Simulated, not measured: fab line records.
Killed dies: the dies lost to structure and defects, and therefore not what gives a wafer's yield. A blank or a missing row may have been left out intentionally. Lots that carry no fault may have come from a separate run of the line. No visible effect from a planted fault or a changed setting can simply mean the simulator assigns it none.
The tool behind it: which one?    flow n5Finfet    Sampling: 10 lots, 30 wafers, 5 of 1938 route steps

== WHAT THE GAUGES READ, wafer by wafer ==
N5_BEOL_M10_THK_MEAS_01. Usual: M10_ILD_THK typically reads 268 nm, with standard deviation 3.
lot   measured      on            M10_ILD_THK (nm)  flag
L708  day 9 16:17   filmMetro-02  272 271 269       
L710  day 10 08:14  filmMetro-01  266 268 267       
L711  day 10 22:25  filmMetro-01  263 270 270       
L720  day 13 16:32  filmMetro-01  306 311 312       OFF
L722  day 13 22:34  filmMetro-01  305 308 311       OFF
L721  day 13 23:13  filmMetro-01  306 316 311       OFF
L723  day 14 05:47  filmMetro-02  267 273 271       
L724  day 14 09:46  filmMetro-01  270 271 274       
L728  day 15 06:25  filmMetro-01  266 263 269       
L729  day 15 15:09  filmMetro-02  263 269 269       

== WHICH TOOL RAN EACH LOT (tool, then ch and the chambers of the sampled wafers, then the start) ==
lot   N5_BEOL_M9_ALD_74                   N5_BEOL_M9_SURFACE_TREAT_79  N5_BEOL_M9_CMP_52              N5_BEOL_M10_CURE_71
L708  aldMetal-02 ch 0,1, day 9 13:55     pvdSputter-01, day 9 14:12   cmp-02 ch 1,2,3, day 9 15:13   uvCure-02 ch 2, day 9 15:56
L710  aldMetal-04 ch 0,2,3, day 10 05:26  pvdSputter-03, day 10 05:43  cmp-02 ch 0,1,3, day 10 07:09  uvCure-03 ch 1, day 10 07:43
L711  aldMetal-01 ch 0,3, day 10 19:53    pvdSputter-01, day 10 20:20  cmp-01 ch 0,1,2, day 10 21:11  uvCure-03 ch 2, day 10 21:55
L720  aldMetal-04 ch 0,1,3, day 13 14:03  pvdSputter-03, day 13 14:22  cmp-04 ch 0,1, day 13 15:29    uvCure-03 ch 1, day 13 16:02
L722  aldMetal-02 ch 0,2,3, day 13 19:50  pvdSputter-01, day 13 20:08  cmp-04 ch 0,2, day 13 21:17    uvCure-03 ch 1, day 13 22:04
L721  aldMetal-01 ch 0,2,3, day 13 20:10  pvdSputter-01, day 13 20:29  cmp-02 ch 0,1, day 13 22:07    uvCure-03 ch 2, day 13 22:46
L723  aldMetal-01 ch 0,3, day 14 03:36    pvdSputter-03, day 14 03:57  cmp-01 ch 0,2,3, day 14 04:47  uvCure-02 ch 1, day 14 05:21
L724  aldMetal-02 ch 0,1, day 14 07:30    pvdSputter-01, day 14 07:57  cmp-01 ch 1,2,3, day 14 08:48  uvCure-02 ch 2, day 14 09:20
L728  aldMetal-02 ch 0,1,3, day 15 02:40  pvdSputter-01, day 15 03:13  cmp-02 ch 1,2,3, day 15 05:23  uvCure-01 ch 2, day 15 05:55
L729  aldMetal-01 ch 1,2,3, day 15 12:27  pvdSputter-03, day 15 12:58  cmp-01 ch 0,1, day 15 14:02    uvCure-02 ch 2, day 15 14:48
- N5_BEOL_M9_ALD_74: deposits TaN, target thk 2 nm, pulse time 2 s, purge time 3 s.
- N5_BEOL_M9_SURFACE_TREAT_79
- N5_BEOL_M9_CMP_52: polishes, stops on SiCOH lowk, t overpolish 7 s, target thk 140 nm.
- N5_BEOL_M10_CURE_71: cures SiCOH lowk, time 240 s.

== AS READ BY THE TOOLS THEMSELVES (means over the sampled wafers that have a number; for cases with no such wafer, the mark the record gives instead) ==
N5_BEOL_M9_ALD_74. Usual: heaterPowerW 423 W, standard deviation 60; precursorVesselCarrierSccm 1000 sccm, standard deviation 3.2.
lot   tool         heaterPowerW (W)  precursorVesselCarrierSccm (sccm)  flag
L708  aldMetal-02  431               1001                               
L710  aldMetal-04  429               1000                               
L711  aldMetal-01  371               1006                               
L720  aldMetal-04  411               1000                               
L722  aldMetal-02  448               999                                
L721  aldMetal-01  397               1000                               
L723  aldMetal-01  373               999                                
L724  aldMetal-02  434               1003                               
L728  aldMetal-02  405               1003                               
L729  aldMetal-01  463               1000                               

N5_BEOL_M9_CMP_52. Usual: barrierFieldEndpointS 28.9 s, standard deviation 0.87; edgeZonePressureFrac 1.001, standard deviation 0.0048; motorCurrentA 5.9 A, standard deviation 0.46; overpolishRunS 6.998 s, standard deviation 0.008; timeToEndpointS 66 s, standard deviation 3.6.
lot   tool    barrierFieldEndpointS (s)  edgeZonePressureFrac  motorCurrentA (A)  overpolishRunS (s)  timeToEndpointS (s)  flag
L708  cmp-02  29.3                       0.999                 6.3                7.005               67                   
L710  cmp-02  29.3                       1.002                 6.2                7.000               69                   
L711  cmp-01  28.8                       0.998                 5.7                6.998               69                   
L720  cmp-04  30.1                       1.003                 6.2                7.003               65                   
L722  cmp-04  28.0                       1.006                 5.7                6.995               62                   
L721  cmp-02  28.9                       1.008                 5.9                7.000               65                   
L723  cmp-01  28.8                       1.002                 6.1                6.996               68                   
L724  cmp-01  29.1                       1.004                 6.2                6.998               69                   
L728  cmp-02  29.2                       1.005                 6.1                7.002               66                   
L729  cmp-01  28.4                       0.999                 5.6                7.003               66                   

N5_BEOL_M10_CURE_71. Usual: lampPowerPct 52.31 %, standard deviation 0.052; runLengthS 286.2 s, standard deviation 1.3; wafer_temp_C_max 386.6, standard deviation 0.68.
lot   tool       lampPowerPct (%)  runLengthS (s)  wafer_temp_C_max  flag
L708  uvCure-02  52.36             285.3           386.4             
L710  uvCure-03  52.28             286.2           386.9             
L711  uvCure-03  52.34             285.4           386.9             
L720  uvCure-03  -                 -               -                 OFF
L722  uvCure-03  -                 -               -                 OFF
L721  uvCure-03  -                 -               -                 OFF
L723  uvCure-02  52.35             286.0           386.1             
L724  uvCure-02  52.28             285.5           385.9             
L728  uvCure-01  52.32             285.8           387.5             
L729  uvCure-02  52.26             285.0           386.4             

== THE ANSWER, worked out from the rows above alone ==
Rule: a lot counts as off when the mean over its wafers that have a number is more than 3 standard deviations away from the usual mean. A lot without any number at a reading at which 4 lots or more have one is off too. All remaining lots with rows at the step are treated as sound. After the gauges, taken in route order, come the tools' own readings; for these a lot's mean is taken, as printed above. At the first step where some lot is off, the reading lying furthest off is the one used; lots without a number count as furthest.
Off: at N5_BEOL_M10_THK_MEAS_01 (M10_ILD_THK), L720, L722, L721.
A tool fits if, at a process step before that reading, it ran every lot that is off, and no sound lot after the first of them. The gauges at N5_BEOL_M10_THK_MEAS_01 aren't tried: what is off there is off at N5_BEOL_M10_CURE_71 too, on other tools, and a gauge's error can't cause that. One fits: uvCure-03 at N5_BEOL_M10_CURE_71. Its last sound lot is L711 (day 10 21:55), its first lot that is off L720 (day 13 16:02): a fault that began between those two fits.
Blank at N5_BEOL_M10_CURE_71 on the lots that are off, where sound lots have numbers: lampPowerPct, runLengthS, wafer_temp_C_max.

== WHAT HAD BEEN PUT IN BY THE SIMULATOR ==
Skipped step whole: uvCure-03, from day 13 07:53 on, at N5_BEOL_M10_CURE_71. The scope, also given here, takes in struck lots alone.
Shown lots that were struck: L720, L722, L721. The rule above reached the same finding.
